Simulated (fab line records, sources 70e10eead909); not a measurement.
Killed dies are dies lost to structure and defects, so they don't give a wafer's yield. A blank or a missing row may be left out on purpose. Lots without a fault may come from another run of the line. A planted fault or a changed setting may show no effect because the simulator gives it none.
Problem report in the 8D (eight disciplines) form, filled by code | flow nand_harc | the parts of the form that need people (team, actions taken, sign-off) are left out

1. THE PROBLEM
run_length_s at NHARC_A_STAIRCASE_ETCH_13 reads a mean of 52.7 s on 1 wafer of 1 lot; wafers without a fault read 61.8 s with a standard deviation of 0.35. That is -26 standard deviations from the usual mean.
The step: etches the open film in C4F8/O2, target depth 100 nm, time 40.5 s.
First seen on wafer L878.3, day 19 22:07, on rie_diel-05. The record holds 39 wafers of 13 lots with a number at this step. Rule for "out", or "out of limits": more than 4 standard deviations from the usual mean. The other wafers with a number count as sound.

2. WHAT IT IS AND WHAT IT IS NOT
question                    | is                | is not
which readings at this step | run_length_s      | oes_product_au, rf_vpp_V
which lots                  | L878              | L867, L869, L872, L881, L882, L884, L885, L886, L887, L888, L889, L890
which wafers of those lots  | L878.3            | L878.4, L878.5
read on which tools         | rie_diel-05       | rie_diel-09, rie_diel-12
when                        | from day 19 22:07 | up to then (11 sound wafers); but 27 sound wafers of L881, L882, L884, L885, L886, L887, L888, L889, L890 came after

3. SUSPECTS, AND WHAT RULES EACH OUT
Counting: a tool at a process step up to the reading stays a suspect if it ran every lot that is out. Sound lots after the first of them don't rule it out here, since some wafers of a struck lot are sound.
- plasma_asher-01 at NHARC_A_STAIRCASE_STRIP_171 (strips in O2): kept. It ran the lot that is out, L878 (day 19 20:26); its last sound lot up to then is L872 (day 17 21:53).
- rie_diel-05 at NHARC_A_STAIRCASE_ETCH_13 (etches the open film in C4F8/O2, target depth 100 nm, time 40.5 s): kept. It ran the lot that is out, L878 (day 19 22:07); its last sound lot up to then is L869 (day 16 15:05). Its own readings are out on those wafers: run_length_s.
- Within rie_diel-05 at NHARC_A_STAIRCASE_ETCH_13: the wafers that are out ran in chamber 3; their sound lot-mates ran in chamber 1.
Left after counting: plasma_asher-01 at NHARC_A_STAIRCASE_STRIP_171, rie_diel-05 at NHARC_A_STAIRCASE_ETCH_13.

4. THE CAUSE (what the simulator had put in)
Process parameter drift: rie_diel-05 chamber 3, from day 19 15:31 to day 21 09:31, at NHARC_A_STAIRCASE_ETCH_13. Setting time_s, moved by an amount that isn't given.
Counting left 2 suspects, and this tool is among them.

5. THE CHAIN OF EFFECTS, in route order
Each row: a reading whose mean over the struck wafers that have a number lies more than 3 standard deviations from the usual. Only readings for which the record gives a usual standard deviation are gone through. hours: the time from each lot's start at the first step in this table that gives one to its start at this step, as a median over the lots. sigmas: the change in usual standard deviations.
hours | step                      | reading      | usual  | on struck wafers | change | sigmas
0     | NHARC_A_STAIRCASE_ETCH_13 | run_length_s | 61.8 s | 52.7             | -9.1   | -26
The process steps in it:
- NHARC_A_STAIRCASE_ETCH_13: etches the open film in C4F8/O2, target depth 100 nm, time 40.5 s.

6. WHAT WOULD HAVE CAUGHT IT SOONER
In this record the first reading out of limits was taken at day 19 22:07, 7 hours after the fault began at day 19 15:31.
